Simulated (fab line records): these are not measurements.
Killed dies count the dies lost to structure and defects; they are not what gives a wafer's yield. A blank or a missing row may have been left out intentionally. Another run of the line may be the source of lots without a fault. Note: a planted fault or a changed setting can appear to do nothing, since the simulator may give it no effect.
fab line records    flow nand_harc    part 1 of 2: steps 1 to 3 of 6
[record] lots = 23  wafers = 69  last_day = 25
route steps=1159 shown A_CHANNEL_FILL_D1@509 A_STAIRCASE@519
lots untouched by any fault: they come from a run of this same line in which no faults occurred
start_h: the number of hours between the record's first day and the start of the first shown wafer of the lot    wait_h: hours elapsed since this lot's preceding step    " unchanged from the row above    L1.1+2: a row that stands for several wafers    - no value, or no start was given    * or withheld: withheld    < > ~ a bound
route shown NAME@n: NAME is a module with steps in the file, n the number in the route of the first one    usual: mean and standard deviation over wafers with no fault    same: alike in all rows    chamber/n: place in a boat    sites: per-site readings    _std_site: their standard deviation    _edge_site: mean of outer sites minus mean of inner sites    radius_mm: how far each site lies from the wafer's centre    mask NAME#n: copy n    behind: the most recent tool/chamber to have shaped the wafer    hold: what put the lot on hold/how long, in hours/how the hold closed    device: the transistor (n, p or np) that didn't switch    end of line: the tests these same wafers got at the end of their route    a step with no rows: only its recipe    killed: at the first sort, the dies lost to defects and structure; wafer yield is something else    map: the dies of a wafer, with x for killed, . for not killed, _ for no die there
set.NAME: setting as actually run; set.NAME@STEP: the setting as run at that earlier step    model.NAME: the simulator's own value behind a step, which no gauge read
one table for each step of the route and one row for each wafer, over a sample of lots
services: when a tool's chamber went out of use (start_h, in hours from the record's first day, below 0 if earlier), for how many hours, and the reason
[[steps]]
[step NHARC_A_CHANNEL_FILL_D1_STRIP_29]
[recipe] time_s = 20  o2_flow_sccm = 500  ar_flow_sccm = 0  bias_w = 0  chemistry = O2
[usual] drypump_motor_current_A = 5.9/0.42  o2_flow_sccm = 500.1/1.4  oes_product_au = 0.998/0.012  rf_vpp_V = 57.8/0.84  showerhead_plenum_p_Torr = 3.54/0.14  throttle_valve_pct = 17.037/0.0082
lot.wafer  tool         chamber  start_h  wait_h  drypump_motor_current_A  o2_flow_sccm  oes_product_au  rf_hours_counter_h  rf_vpp_V  showerhead_plenum_p_Torr  throttle_valve_pct
L075.4     rie_diel-06  3        -        -       6.4                      498.1         0.995           6                   57.8      3.41                      17.028
L075.2     "            0        "        "       5.4                      500.0         1.000           6                   58.0      3.38                      17.035
L075.5     "            3        "        "       6.4                      499.4         0.986           -                   58.0      3.41                      17.057
L074.2     rie_diel-06  3        223.91   0.2     6.4                      501.4         0.983           6                   57.6      3.41                      17.041
L074.4     "            1        "        "       6.0                      502.1         0.991           -                   58.7      3.62                      17.035
L074.5     "            2        "        "       5.8                      498.5         1.001           -                   58.3      3.79                      17.045
L077.1     rie_diel-07  0        -        -       5.3                      499.1         0.998           0                   57.2      3.48                      17.053
L077.4     "            1        "        "       6.3                      496.4         1.006           0                   57.5      3.53                      17.017
L077.6     "            1        "        "       6.3                      499.2         0.996           -                   56.9      3.53                      17.032
L076.2     rie_diel-06  1        -        -       6.0                      501.0         1.001           6                   58.5      3.62                      17.025
L076.1     "            3        "        "       6.4                      500.5         1.014           6                   57.2      3.41                      17.027
L076.5     "            2        "        "       5.8                      498.5         0.996           -                   58.0      3.79                      17.039
L078.1     rie_diel-07  2        -        -       5.8                      499.2         0.999           0                   58.1      3.50                      17.036
L078.3     "            3        "        "       6.4                      498.5         1.003           0                   57.9      3.68                      17.032
L078.5     "            1        "        "       6.3                      500.6         1.014           -                   58.0      3.53                      17.031
L079.4     rie_diel-07  0        259.01   0.1     5.2                      500.3         0.982           -                   56.7      3.49                      17.046
L079.6     "            1        "        "       6.3                      499.9         1.015           -                   57.5      3.53                      17.033
L079.5     "            2        "        "       5.8                      500.5         1.018           -                   56.5      3.50                      17.032
L080.3     rie_diel-12  3        -        -       6.0                      501.7         0.989           6                   59.3      3.61                      17.036
L080.4     "            0        "        "       5.3                      500.1         0.991           9                   57.5      3.65                      17.031
L080.5     "            1        "        "       5.5                      502.4         0.973           -                   57.1      3.37                      17.034
L083.3     rie_diel-06  1        -        -       6.0                      497.5         0.982           1                   56.8      3.62                      17.043
L083.2     "            2        "        "       5.8                      499.1         0.999           1                   58.6      3.79                      17.036
L083.1     "            3        "        "       6.4                      500.4         1.010           1                   55.8      3.41                      17.032
L082.2     rie_diel-07  1        268.03   0.2     6.3                      496.9         1.018           1                   57.7      3.53                      17.044
L082.3     "            0        "        "       5.2                      499.0         0.987           1                   57.3      3.49                      17.028
L082.5     "            1        "        "       6.3                      499.3         1.006           -                   59.0      3.53                      17.035
L081.3     rie_diel-06  0        -        -       5.4                      500.7         0.991           1                   57.1      3.37                      17.028
L081.2     "            2        "        "       5.8                      500.7         0.997           1                   59.4      3.79                      17.050
L081.5     "            3        "        "       6.4                      500.1         1.005           -                   57.0      3.41                      17.046
L084.1     rie_diel-06  3        -        -       6.4                      499.1         1.001           1                   58.5      3.41                      17.042
L084.3     "            0        "        "       5.4                      499.5         0.997           1                   57.2      3.37                      17.036
L084.2     "            2        "        "       5.8                      500.9         0.996           1                   56.5      3.79                      17.041
L085.1     rie_diel-07  1        281.48   0.1     6.3                      498.1         1.008           1                   59.4      3.53                      17.027
L085.2     "            2        "        "       5.8                      501.6         1.010           1                   57.1      3.50                      17.035
L085.6     "            1        "        "       6.3                      499.8         0.994           -                   57.5      3.53                      17.043
L088.4     rie_diel-12  2        -        -       5.7                      498.7         1.015           17                  57.2      3.44                      17.028
L088.1     "            3        "        "       5.9                      498.8         0.999           15                  58.6      3.60                      17.035
L088.2     "            0        "        "       5.3                      498.5         1.001           18                  59.4      3.64                      17.032
L086.3     rie_diel-06  3        -        -       6.4                      496.3         0.999           2                   56.7      3.41                      17.051
L086.1     "            1        "        "       6.0                      502.0         0.989           2                   57.3      3.62                      17.045
L086.6     "            2        "        "       5.8                      498.8         1.000           -                   58.4      3.79                      17.046
L087.3     rie_diel-07  1        -        -       6.3                      500.2         1.002           2                   57.9      3.53                      17.043
L087.4     "            2        "        "       5.8                      499.9         1.014           2                   57.4      3.50                      17.033
L087.5     "            2        "        "       5.8                      500.0         1.013           -                   58.9      3.50                      17.041
L090.2     rie_diel-06  1        -        -       6.0                      501.5         0.973           2                   57.7      3.62                      17.047
L090.3     "            2        "        "       5.8                      502.5         0.989           2                   58.4      3.79                      17.037
L090.4     "            3        "        "       6.5                      499.5         0.992           2                   57.7      3.41                      17.041
L092.1     rie_diel-06  3        -        -       6.5                      501.2         0.998           3                   56.4      3.41                      17.021
L092.3     "            1        "        "       6.0                      501.5         0.989           3                   59.2      3.62                      17.037
L092.5     "            3        "        "       6.4                      501.3         1.002           -                   57.3      3.41                      17.040
L091.1     rie_diel-07  2        -        -       5.9                      501.9         1.007           3                   57.9      3.50                      17.029
L091.2     "            3        "        "       6.5                      499.6         1.000           2                   57.5      3.67                      17.040
L091.6     "            2        "        "       5.8                      500.9         1.014           -                   58.6      3.50                      17.029
L093.3     rie_diel-06  3        336.32   0.1     6.4                      500.6         0.989           3                   57.8      3.41                      17.041
L093.6     "            2        "        "       5.8                      499.9         0.996           -                   57.7      3.79                      17.036
L093.5     "            3        "        "       6.4                      499.9         0.996           -                   57.4      3.41                      17.048
L094.3     rie_diel-06  2        -        -       5.8                      501.3         1.012           4                   58.9      3.79                      17.034
L094.2     "            0        "        "       5.4                      499.5         0.989           4                   57.4      3.37                      17.040
L094.4     "            1        "        "       6.0                      502.0         0.981           4                   58.6      3.62                      17.031
L096.1     rie_diel-07  1        -        -       6.3                      498.4         1.013           4                   57.5      3.53                      17.035
L096.4     "            2        "        "       5.8                      499.9         1.008           4                   57.0      3.50                      17.014
L096.3     "            3        "        "       6.5                      499.5         1.007           3                   55.9      3.67                      17.034
L095.4     rie_diel-06  0        -        -       5.4                      501.7         1.000           4                   57.5      3.37                      17.025
L095.2     "            1        "        "       6.1                      499.4         0.986           4                   56.7      3.62                      17.048
L095.5     "            3        "        "       6.4                      501.2         0.999           -                   57.3      3.41                      17.021
L097.4     rie_diel-06  3        -        -       6.4                      502.1         0.994           5                   57.0      3.41                      17.022
L097.3     "            0        "        "       5.4                      500.5         0.989           5                   58.9      3.37                      17.031
L097.6     "            0        "        "       5.4                      500.5         0.986           -                   57.6      3.37                      17.036
[step NHARC_A_STAIRCASE_DEP_156]
[recipe] target_thk_a = 500  temp_c = 400  target_thk_nm = 50  flow_sccm = 200  rf_w = 450  material = SiNx
[usual] heater_power_w = 783/95
lot.wafer  tool      chamber  start_h  wait_h  heater_power_w
L075.2     pecvd-02  2        225.76   0.1     659
L075.4     "         0        "        "       987
L075.5     "         2        "        "       635
L074.2     pecvd-04  1        230.32   0.1     868
L074.5     "         1        "        "       866
L074.4     "         0        "        "       806
L077.1     pecvd-04  0        245.63   0.1     783
L077.4     "         2        "        "       727
L077.6     "         1        "        "       923
L076.1     pecvd-03  2        245.77   0.1     600
L076.2     "         1        "        "       824
L076.5     "         1        "        "       834
L078.3     pecvd-02  1        255.14   0.1     840
L078.1     "         2        "        "       670
L078.5     "         1        "        "       840
L079.4     pecvd-02  0        265.83   0.2     849
L079.5     "         1        "        "       880
L079.6     "         2        "        "       690
L080.3     pecvd-03  1        266.07   0.1     786
L080.5     "         0        "        "       738
L080.4     "         1        "        "       814
L082.2     pecvd-03  0        274.47   0.2     848
L082.3     "         1        "        "       768
L082.5     "         2        "        "       588
L083.1     pecvd-02  2        274.47   0.2     654
L083.3     "         0        "        "       906
L083.2     "         1        "        "       803
L081.3     pecvd-04  1        278.68   0.3     802
L081.2     "         2        "        "       801
L081.5     "         2        "        "       802
L084.3     pecvd-04  0        287.58   0.1     776
L084.1     "         1        "        "       854
L084.2     "         2        "        "       790
L085.1     pecvd-03  0        287.59   0.1     814
L085.2     "         2        "        "       613
L085.6     "         0        "        "       822
L088.2     pecvd-03  1        310.18   0.1     761
L088.1     "         0        "        "       862
L088.4     "         1        "        "       774
L086.3     pecvd-03  0        310.68   0.1     761
L086.1     "         1        "        "       767
L086.6     "         2        "        "       651
L087.3     pecvd-02  0        316.18   0.1     1002
L087.5     "         0        "        "       983
L087.4     "         2        "        "       590
L090.3     pecvd-04  0        323.64   0.1     826
L090.2     "         2        "        "       801
L090.4     "         1        "        "       909
L091.2     pecvd-03  2        336.96   0.1     705
L091.1     "         1        "        "       767
L091.6     "         2        "        "       713
L092.3     pecvd-04  0        337.13   0.1     842
L092.1     "         2        "        "       774
L092.5     "         0        "        "       850
L093.3     pecvd-03  1        342.72   0.1     689
L093.6     "         2        "        "       690
L093.5     "         0        "        "       871
L094.3     pecvd-03  2        364.86   0.1     687
L094.2     "         0        "        "       809
L094.4     "         0        "        "       819
L096.1     pecvd-04  2        372.25   0.1     746
L096.3     "         0        "        "       866
L096.4     "         2        "        "       735
L095.2     pecvd-02  2        372.26   0.1     726
L095.4     "         1        "        "       743
L095.5     "         2        "        "       751
L097.3     pecvd-02  2        384.54   0.2     646
L097.4     "         0        "        "       966
L097.6     "         1        "        "       790
[step NHARC_A_STAIRCASE_TRIM_12]
[recipe] time_s = 211.2  o2_flow_sccm = 500  ar_flow_sccm = 0  bias_w = 0  chemistry = O2
[usual] drypump_motor_current_A = 5.8/0.46  o2_flow_sccm = 500.0/1.6  oes_product_au = 1.001/0.014  rf_vpp_V = 57.8/0.89  showerhead_plenum_p_Torr = 3.51/0.16  throttle_valve_pct = 17.037/0.0082
lot.wafer  tool         chamber  start_h  wait_h  drypump_motor_current_A  o2_flow_sccm  oes_product_au  rf_hours_counter_h  rf_vpp_V  showerhead_plenum_p_Torr  throttle_valve_pct
L075.2     rie_diel-10  3        228.99   0.1     6.0                      499.3         0.994           22                  57.7      3.63                      17.047
L075.5     "            1        "        "       6.3                      496.3         1.002           -                   57.0      3.28                      17.027
L075.4     "            2        "        "       5.6                      498.7         1.004           -                   57.2      3.44                      17.036
L074.2     rie_diel-13  1        233.51   0.1     5.6                      501.1         0.986           55                  57.2      3.45                      17.032
L074.4     "            2        "        "       5.4                      503.3         1.018           52                  59.6      3.69                      17.036
L074.5     "            1        "        "       5.6                      504.1         0.986           -                   57.8      3.45                      17.031
L077.1     rie_diel-11  1        248.71   0.1     5.2                      499.8         0.974           22                  57.3      3.33                      17.041
L077.4     "            0        "        "       6.1                      499.8         1.006           -                   56.7      3.57                      17.038
L077.6     "            1        "        "       5.2                      500.0         0.973           -                   58.1      3.33                      17.020
L076.2     rie_diel-10  1        249.57   0.1     6.3                      498.9         1.011           32                  56.8      3.27                      17.041
L076.1     "            2        "        "       5.6                      500.1         1.012           30                  57.4      3.43                      17.043
L076.5     "            1        "        "       6.3                      498.9         1.009           -                   56.7      3.27                      17.028
L078.1     rie_diel-11  3        258.65   0.1     5.9                      500.8         1.015           27                  59.5      3.49                      17.031
L078.3     "            0        "        "       6.1                      497.6         1.008           28                  58.5      3.57                      17.040
L078.5     "            2        "        "       6.5                      500.5         0.991           -                   59.2      3.58                      17.025
L079.4     rie_diel-13  1        268.59   0.1     5.6                      497.0         0.995           67                  56.2      3.44                      17.032
L079.6     "            2        "        "       5.4                      501.5         1.031           -                   57.6      3.69                      17.026
L079.5     "            3        "        "       5.0                      499.0         1.014           -                   57.5      3.34                      17.042
L080.4     rie_diel-10  0        269.00   0.1     6.3                      502.6         0.990           6                   58.3      3.73                      17.020
L080.3     "            1        "        "       6.3                      502.2         1.003           39                  57.9      3.27                      17.028
L080.5     "            3        "        "       6.0                      501.9         1.003           -                   57.6      3.62                      17.033
L083.1     rie_diel-10  3        277.97   0.1     6.0                      498.7         0.988           43                  58.5      3.62                      17.038
L083.3     "            0        "        "       6.3                      502.2         0.993           10                  58.7      3.73                      17.049
L083.2     "            1        "        "       6.3                      500.5         0.993           43                  57.8      3.27                      17.040
L082.3     rie_diel-11  3        279.16   0.1     5.9                      497.8         1.005           32                  57.7      3.49                      17.035
L082.2     "            0        "        "       6.1                      499.8         1.011           33                  57.8      3.57                      17.037
L082.5     "            0        "        "       6.1                      499.8         1.004           -                   57.0      3.57                      17.033
L081.3     rie_diel-11  1        281.92   0.1     5.2                      501.3         0.971           35                  58.2      3.33                      17.044
L081.2     "            0        "        "       6.0                      498.5         0.994           35                  58.0      3.57                      17.046
L081.5     "            1        "        "       5.2                      501.6         0.974           -                   57.4      3.33                      17.042
L085.1     rie_diel-11  0        290.55   0.1     6.1                      500.7         1.006           40                  58.7      3.56                      17.046
L085.2     "            3        "        "       5.9                      503.8         1.008           39                  56.9      3.48                      17.025
L085.6     "            1        "        "       5.2                      499.4         0.976           -                   56.9      3.32                      17.034
L084.1     rie_diel-13  2        291.94   0.1     5.4                      500.6         1.005           3                   57.2      3.68                      17.037
L084.3     "            3        "        "       5.0                      496.4         1.017           3                   59.2      3.33                      17.035
L084.2     "            0        "        "       5.2                      503.4         1.034           3                   57.8      3.81                      17.037
L088.4     rie_diel-11  3        312.99   0.1     5.9                      499.6         1.004           45                  55.9      3.48                      17.045
L088.1     "            0        "        "       6.1                      499.2         0.989           46                  59.1      3.56                      17.030
L088.2     "            2        "        "       6.5                      499.2         0.983           21                  58.4      3.57                      17.037
L086.3     rie_diel-10  0        313.58   0.1     6.3                      500.8         0.999           23                  58.0      3.72                      17.040
L086.1     "            3        "        "       6.0                      500.2         0.997           57                  59.0      3.61                      17.048
L086.6     "            0        "        "       6.3                      501.4         0.995           -                   57.8      3.72                      17.022
L087.3     rie_diel-13  3        319.05   0.1     5.0                      501.2         1.015           12                  57.6      3.33                      17.039
L087.4     "            2        "        "       5.4                      501.4         0.987           12                  58.6      3.68                      17.027
L087.5     "            0        "        "       5.3                      502.5         1.031           -                   57.2      3.80                      17.029
L090.2     rie_diel-11  0        326.29   0.1     6.1                      500.2         1.003           51                  57.6      3.56                      17.027
L090.3     "            2        "        "       6.5                      501.2         1.002           26                  56.5      3.57                      17.038
L090.4     "            3        "        "       5.9                      502.4         1.005           49                  58.8      3.48                      17.045
L091.2     rie_diel-10  3        339.82   0.1     6.0                      497.9         0.994           67                  57.7      3.60                      17.049
L091.1     "            2        "        "       5.6                      502.5         1.016           64                  56.5      3.41                      17.026
L091.6     "            0        "        "       6.3                      499.3         0.993           -                   58.7      3.72                      17.035
L092.3     rie_diel-10  2        340.10   0.1     5.6                      498.3         1.018           64                  57.2      3.41                      17.041
L092.1     "            3        "        "       6.0                      500.4         0.998           67                  58.0      3.60                      17.044
L092.5     "            2        "        "       5.6                      497.3         1.004           -                   58.2      3.41                      17.041
L093.3     rie_diel-13  0        345.44   0.1     5.2                      501.2         1.026           23                  58.2      3.79                      17.043
L093.5     "            3        "        "       5.0                      500.1         1.007           -                   56.0      3.32                      17.045
L093.6     "            0        "        "       5.3                      499.2         1.022           -                   58.2      3.79                      17.035
L094.4     rie_diel-13  3        368.24   0.1     5.0                      499.2         1.014           30                  58.0      3.32                      17.031
L094.3     "            0        "        "       5.2                      500.2         1.015           31                  59.6      3.79                      17.028
L094.2     "            2        "        "       5.5                      502.4         0.980           32                  59.2      3.67                      17.035
L096.3     rie_diel-10  0        375.37   0.1     6.3                      501.1         1.003           4                   58.6      3.71                      17.038
L096.1     "            2        "        "       5.6                      500.6         1.013           4                   57.7      3.41                      17.046
L096.4     "            2        "        "       5.6                      501.2         1.012           -                   58.5      3.41                      17.040
L095.4     rie_diel-13  1        375.65   0.5     5.6                      500.6         0.996           35                  57.3      3.42                      17.037
L095.2     "            2        "        "       5.4                      499.5         0.988           34                  59.3      3.67                      17.032
L095.5     "            3        "        "       5.0                      498.2         1.015           -                   57.0      3.32                      17.040
L097.3     rie_diel-11  2        387.61   0.1     6.5                      498.8         1.002           6                   58.1      3.55                      17.022
L097.4     "            0        "        "       6.1                      503.0         0.989           4                   58.1      3.55                      17.020
L097.6     "            2        "        "       6.5                      499.5         0.995           -                   58.0      3.55                      17.033
